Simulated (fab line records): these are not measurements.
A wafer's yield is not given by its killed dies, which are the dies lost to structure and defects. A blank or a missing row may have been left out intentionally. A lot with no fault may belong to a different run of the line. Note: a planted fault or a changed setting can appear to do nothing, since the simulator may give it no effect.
fab line records -- flow n5_finfet
[record] lots = 7, wafers = 21
route steps=1938 shown BEOL_M15@1809 MIM_TOP@1835 PAD_METAL@1896
start_h: the number of hours between the record's first day and the start of the first shown wafer of the lot -- wait_h: hours elapsed since this lot's preceding step -- " repeats the value in the row above -- L1.1+2: several wafers, shown together as one row -- - either no value or no given start -- * or withheld: withheld -- < > ~ a bound
route shown NAME@n: NAME is a module with steps in the file, n the number in the route of the first one -- usual: mean/standard deviation of fault-free wafers -- same: alike in all rows -- chamber/n: place in a boat -- sites: readings site by site -- _std_site: standard deviation of those values -- _edge_site: outer sites' mean less inner sites' -- radius_mm: for every site, how far away it sits from the centre of the wafer -- mask NAME#n: copy n -- behind: the last tool/chamber to shape the wafer -- hold: the reason the lot was held/the length of the hold in hours/how it ended -- device: transistor that didn't switch, given as n, p or np -- end of line: tests of these same wafers at the route's end -- a step with no rows: only its recipe -- killed: at the first sort, the dies lost to defects and structure; wafer yield is something else -- map: dies across one wafer; x = killed, . = not, _ = none there
set.NAME: setting as actually run; set.NAME@STEP: the setting as run at that earlier step -- model.NAME: the simulator's own value behind a step, which no gauge read
lots whose settings were changed on purpose; a table a step, a row a wafer
[[steps]]
[step N5_BEOL_M15_TRENCH_ETCH_34]
[recipe] chemistry = C4F8/O2/Ar, target = SiO2, target_depth_a = 8729.3, he_inner_torr = 15, he_outer_torr = 30, time_s = 199, ion_energy_ev = 800, pressure_mtorr = 20, source_w = 1905, bias_w = 2040, Ar_flow_sccm = 400, C4F8_flow_sccm = 16, O2_flow_sccm = 12
[usual] rf_vpp_V = 2221/54
lot.wafer,tool,chamber,start_h,wait_h,set.bias_w,rf_vpp_V,model.etch.depth_nm
L075.1,rie_diel-04,3,279.00,0.0,1840,2091,826.5
L075.3,rie_diel-04,1,279.00,0.0,1840,2177,838.9
L075.6,rie_diel-04,0,279.00,0.0,1840,2023,848.6
L076.4,rie_diel-02,0,289.10,0.0,2040,2173,871.6
L076.5,rie_diel-02,2,289.10,0.0,2040,2251,878.1
L076.6,rie_diel-02,3,289.10,0.0,2040,2261,884.1
L078.2,rie_diel-02,1,306.54,0.0,2040,2144,886.3
L078.3,rie_diel-02,0,306.54,0.0,1883,2055,849.1
L078.5,rie_diel-02,1,306.54,0.0,1883,2026,868.8
L082.1,rie_diel-02,3,315.33,0.0,2040,2259,889.9
L082.3,rie_diel-02,0,315.33,0.0,2040,2173,876.9
L082.4,rie_diel-02,1,315.33,0.0,2040,2144,891.1
L083.2,rie_diel-06,0,325.16,0.0,1721,1986,818.6
L083.4,rie_diel-06,1,325.16,0.0,2040,2302,871.8
L083.6,rie_diel-06,2,325.16,0.0,1721,1947,810.1
L087.3,rie_diel-06,2,344.18,0.0,2040,2198,856.5
L087.5,rie_diel-06,1,344.18,0.0,2277,2482,895.2
L087.6,rie_diel-06,0,344.18,0.0,2277,2413,881.7
L089.2,rie_diel-02,1,352.35,0.0,1746,1919,857.2
L089.3,rie_diel-02,2,352.35,0.0,2040,2252,886.4
L089.6,rie_diel-02,0,352.35,0.0,1746,1946,839.2
[step N5_BEOL_M15_STRIP_36]
[recipe] chemistry = O2, power_w = 600, temp_c = 60, pressure_mtorr = 30, rf_frequency_hz = 6e+07, bias_power_w = 0, overash_fraction = 0.3, o2_flow_sccm = 225
[step N5_BEOL_M15_ECD_47]
[recipe] material = Cu, target_thk_a = 18600
[step N5_BEOL_M15_ANNEAL_48]
[recipe] temp_c = 225, time_s = 90, ambient = N2
[step N5_BEOL_M15_CMP_49]
[recipe] stop_on = SiO2, t_overpolish_s = 4.9, down_force_psi = 2, platen_rpm = 80, clearing_platen_down_force_psi = 2, clearing_platen_rpm = 80, post_cmp_clean = cu_alkaline, target_thk_nm = 850, clearing_platen_pad_velocity_m_s = 1.5917, pad_velocity_m_s = 1.5917
lot.wafer,tool,chamber,start_h,wait_h,set.bias_w@BEOL_M15_TRENCH_ETCH_34,model.Cu_of_BEOL_M15_ECD_47.thk_nm
L075.1,cmp-01,1,286.07,0.3,1840,802
L075.3,cmp-01,3,286.07,0.3,1840,814.4
L075.6,cmp-01,2,286.07,0.3,1840,824.8
L076.4,cmp-03,2,294.09,0.2,2040,847
L076.6,cmp-03,1,294.09,0.2,2040,862
L076.5,cmp-03,2,294.09,0.2,2040,853.4
L078.2,cmp-04,0,308.75,0.2,2040,861.2
L078.3,cmp-04,3,308.75,0.2,1883,824
L078.5,cmp-04,0,308.75,0.2,1883,845.2
L082.1,cmp-04,1,317.99,0.3,2040,866
L082.3,cmp-04,2,317.99,0.3,2040,855
L082.4,cmp-04,3,317.99,0.3,2040,866.4
L083.4,cmp-04,3,327.41,0.1,2040,846.6
L083.2,cmp-04,2,327.41,0.1,1721,794.6
L083.6,cmp-04,3,327.41,0.1,1721,784
L087.3,cmp-01,1,346.74,0.3,2040,832.8
L087.5,cmp-01,2,346.74,0.3,2277,871.6
L087.6,cmp-01,3,346.74,0.3,2277,856
L089.3,cmp-04,0,357.52,0.2,2040,861.6
L089.2,cmp-04,3,357.52,0.2,1746,832.6
L089.6,cmp-04,1,357.52,0.2,1746,814.8
[step N5_BEOL_M15_THK_MEAS_50]
[recipe] thk_meas_gauge = xrf, reads = Cu_of_BEOL_M15_ECD_47
[usual] M15_THK = 854/17
lot.wafer,tool,chamber,start_h,wait_h,set.bias_w@BEOL_M15_TRENCH_ETCH_34,M15_THK[nm]
L075.1,film_metro-01,-,286.36,-,1840,803
L075.3,film_metro-01,-,286.36,-,1840,822
L075.6,film_metro-01,-,286.36,-,1840,832
L076.4,film_metro-01,-,294.35,-,2040,853
L076.5,film_metro-01,-,294.35,-,2040,862
L076.6,film_metro-01,-,294.35,-,2040,864
L078.2,film_metro-01,-,309.06,0.3,2040,865
L078.3,film_metro-01,-,309.06,0.3,1883,825
L078.5,film_metro-01,-,309.06,0.3,1883,846
L082.1,film_metro-01,-,318.25,-,2040,870
L082.3,film_metro-01,-,318.25,-,2040,858
L082.4,film_metro-01,-,318.25,-,2040,871
L083.2,film_metro-02,-,327.71,-,1721,800
L083.4,film_metro-02,-,327.71,-,2040,853
L083.6,film_metro-02,-,327.71,-,1721,793
L087.3,film_metro-01,-,346.92,-,2040,829
L087.5,film_metro-01,-,346.92,-,2277,867
L087.6,film_metro-01,-,346.92,-,2277,854
L089.2,film_metro-02,-,357.82,-,1746,835
L089.3,film_metro-02,-,357.82,-,2040,873
L089.6,film_metro-02,-,357.82,-,1746,820
[step N5_BEOL_M15_PRE_CLEAN_52]
[recipe] gas = NH3, time_s = 15, temp_c = withheld, rf_power_w = 300
[step N5_BEOL_M15_DEP_53]
[recipe] material = SiCN, target_thk_a = 500, temp_c = withheld, precursor = 3MS/NH3, pressure_torr = 3, rf_w = 675, time_s = 17.8
[step N5_BEOL_M15_RS_MEAS_54]
[recipe] thk_meas_gauge = four-point-probe, reads = Cu_of_BEOL_M15_ECD_47+Ta_of_BEOL_M15_SPUTTER_44+TaN_of_BEOL_M15_SPUTTER_43
[usual] M15_RS = 0.0216/0.00041
lot.wafer,tool,chamber,start_h,wait_h,set.bias_w@BEOL_M15_TRENCH_ETCH_34,M15_RS[ohm/sq]
L075.1,film_metro-02,-,286.49,0.0,1840,0.0228
L075.3,film_metro-02,-,286.49,0.0,1840,0.0225
L075.6,film_metro-02,-,286.49,0.0,1840,0.0222
L076.4,film_metro-02,-,294.47,0.0,2040,0.0216
L076.5,film_metro-02,-,294.47,0.0,2040,0.0214
L076.6,film_metro-02,-,294.47,0.0,2040,0.0212
L078.2,film_metro-01,-,309.19,0.1,2040,0.0213
L078.3,film_metro-01,-,309.19,0.1,1883,0.0222
L078.5,film_metro-01,-,309.19,0.1,1883,0.0216
L082.1,film_metro-02,-,318.42,0.0,2040,0.0211
L082.3,film_metro-02,-,318.42,0.0,2040,0.0213
L082.4,film_metro-02,-,318.42,0.0,2040,0.0211
L083.2,film_metro-01,-,327.86,0.1,1721,0.0231
L083.4,film_metro-01,-,327.86,0.1,2040,0.0216
L083.6,film_metro-01,-,327.86,0.1,1721,0.0235
L087.3,film_metro-02,-,347.05,0.1,2040,0.0220
L087.5,film_metro-02,-,347.05,0.1,2277,0.0209
L087.6,film_metro-02,-,347.05,0.1,2277,0.0213
L089.2,film_metro-02,-,357.95,0.1,1746,0.0220
L089.3,film_metro-02,-,357.95,0.1,2040,0.0212
L089.6,film_metro-02,-,357.95,0.1,1746,0.0224
[step N5_MIM_TOP_ALD_01]
[recipe] material = HfO2, target_thk_a = 56, temp_c = withheld, ald_precursor_family = Hf-amide, ald_co_reactant = O3, pulse_time_s = 1, purge_time_s = 3, co_reactant_purge_time_s = 2, co_reactant_pulse_time_s = 3, ald_cycles = 62
lot.wafer,tool,chamber,start_h,wait_h,set.ald_cycles,model.HfO2_of_MIM_TOP_ALD_01.thk_nm
L075.1+3,ald_hk-03,"1,0",-,-,72,6.4
L075.6,ald_hk-03,2,-,-,62,5.6
L076.4+5,ald_hk-01,"2,1",-,-,65,5.8
L076.6,ald_hk-01,2,-,-,62,5.6
L078.2+5,ald_hk-02,"1,3",-,-,62,5.6
L078.3,ald_hk-02,3,-,-,54,4.8
L082.1+3+4,ald_hk-03,"0,2,1",-,-,62,5.6
L083.2,ald_hk-03,3,-,-,57,5.2
L083.4+6,ald_hk-03,"2,0",-,-,62,5.6
L087.3+6,ald_hk-02,0,-,-,62,5.6
L087.5,ald_hk-02,3,-,-,59,5.2
L089.2,ald_hk-03,0,-,-,62,5.6
L089.3+6,ald_hk-03,"3,0",-,-,72,6.6
[step N5_MIM_TOP_SPUTTER_03]
[recipe] material = TiN, target_thk_a = 350, temp_c = 200, power_w = 3000, chamber_pressure_pa = 0.49996, gas = Ar, reactive_partial_pa = 0.37997, time_s = 89.7
lot.wafer,tool,chamber,start_h,wait_h,set.power_w,model.TiN_of_MIM_TOP_SPUTTER_03.thk_nm
L075.1+6,pvd_sputter-03,-,289.69,0.0,3320,38.8
L075.3,pvd_sputter-03,-,289.69,0.0,3000,34.8
L076.4,pvd_sputter-03,-,297.06,0.0,3000,35.4
L076.5,pvd_sputter-03,-,297.06,0.0,3295,39.4
L076.6,pvd_sputter-03,-,297.06,0.0,3000,34.8
L078.2,pvd_sputter-01,-,311.45,0.0,3423,40.2
L078.3,pvd_sputter-01,-,311.45,0.0,3000,36
L078.5,pvd_sputter-01,-,311.45,0.0,3000,34.6
L082.1,pvd_sputter-02,-,321.73,0.0,3000,34.8
L082.3,pvd_sputter-02,-,321.73,0.0,3000,35
L082.4,pvd_sputter-02,-,321.73,0.0,3000,35.6
L083.2,pvd_sputter-03,-,331.83,0.0,3000,34.8
L083.4,pvd_sputter-03,-,331.83,0.0,2478,29.8
L083.6,pvd_sputter-03,-,331.83,0.0,3000,35
L087.3,pvd_sputter-02,-,354.00,0.0,3000,35.8
L087.5,pvd_sputter-02,-,354.00,0.0,3000,34.6
L087.6,pvd_sputter-02,-,354.00,0.0,3000,34.8
L089.2,pvd_sputter-03,-,361.44,0.0,3000,34.8
L089.3,pvd_sputter-03,-,361.44,0.0,3000,35.2
L089.6,pvd_sputter-03,-,361.44,0.0,3000,35.4
[step N5_PASSIVATION_AL_DEP_21]
[recipe] material = Al, target_thk_a = 28000, temp_c = 400, time_s = 170, power_w = 30000, chamber_pressure_pa = 0.4, gas = Ar
lot.wafer,tool,chamber,start_h,wait_h,set.time_s,model.Al_of_PASSIVATION_AL_DEP_21.thk_nm
L075.1,pvd_sputter-01,-,294.47,0.1,192.8,3155
L075.3,pvd_sputter-01,-,294.47,0.1,170,2786
L075.6,pvd_sputter-01,-,294.47,0.1,170,2834
L076.4,pvd_sputter-03,-,302.70,0.1,153.5,2475
L076.5,pvd_sputter-03,-,302.70,0.1,153.5,2496
L076.6,pvd_sputter-03,-,302.70,0.1,153.5,2459
L078.2,pvd_sputter-03,-,316.04,0.1,170,2826
L078.3,pvd_sputter-03,-,316.04,0.1,170,2773
L078.5,pvd_sputter-03,-,316.04,0.1,170,2709
L082.1,pvd_sputter-03,-,326.68,0.1,170,2815
L082.3,pvd_sputter-03,-,326.68,0.1,170,2845
L082.4,pvd_sputter-03,-,326.68,0.1,170,2804
L083.2,pvd_sputter-03,-,336.81,0.1,187.5,3149
L083.4,pvd_sputter-03,-,336.81,0.1,187.5,3118
L083.6,pvd_sputter-03,-,336.81,0.1,170,2816
L087.3,pvd_sputter-02,-,359.11,0.1,156,2493
L087.5,pvd_sputter-02,-,359.11,0.1,170,2726
L087.6,pvd_sputter-02,-,359.11,0.1,170,2767
L089.2,pvd_sputter-03,-,368.56,0.1,170,2870
L089.3,pvd_sputter-03,-,368.56,0.1,153.3,2537
L089.6,pvd_sputter-03,-,368.56,0.1,170,2859
[[key]]
[split] step = N5_BEOL_M15_TRENCH_ETCH_34, setting = bias_w, stated = 2040, by = wafer
[response] step = N5_BEOL_M15_TRENCH_ETCH_34, reading = rf_vpp_V, change = +20.9, per = 1%, r = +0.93
[response] step = N5_BEOL_M15_TRENCH_ETCH_34, reading = model.etch.depth_nm, change = +3.14, per = 1%, r = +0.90
[response] step = N5_BEOL_M15_CMP_49, reading = model.Cu_of_BEOL_M15_ECD_47.thk_nm, change = +3.1, per = 1%, r = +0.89
[response] step = N5_BEOL_M15_THK_MEAS_50, reading = M15_THK, change = +3.29, per = 1%, r = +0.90
[response] step = N5_BEOL_M15_RS_MEAS_54, reading = M15_RS, change = -8.41e-05, per = 1%, r = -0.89
[split] step = N5_MIM_TOP_ALD_01, setting = ald_cycles, stated = 62, by = wafer
[response] step = N5_MIM_TOP_ALD_01, reading = model.HfO2_of_MIM_TOP_ALD_01.thk_nm, change = +0.057, per = 1%, r = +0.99
[split] step = N5_MIM_TOP_SPUTTER_03, setting = power_w, stated = 3000, by = wafer
[response] step = N5_MIM_TOP_SPUTTER_03, reading = model.TiN_of_MIM_TOP_SPUTTER_03.thk_nm, change = +0.341, per = 1%, r = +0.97
[split] step = N5_PASSIVATION_AL_DEP_21, setting = time_s, stated = 170, by = wafer
[response] step = N5_PASSIVATION_AL_DEP_21, reading = model.Al_of_PASSIVATION_AL_DEP_21.thk_nm, change = +29.3, per = 1%, r = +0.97
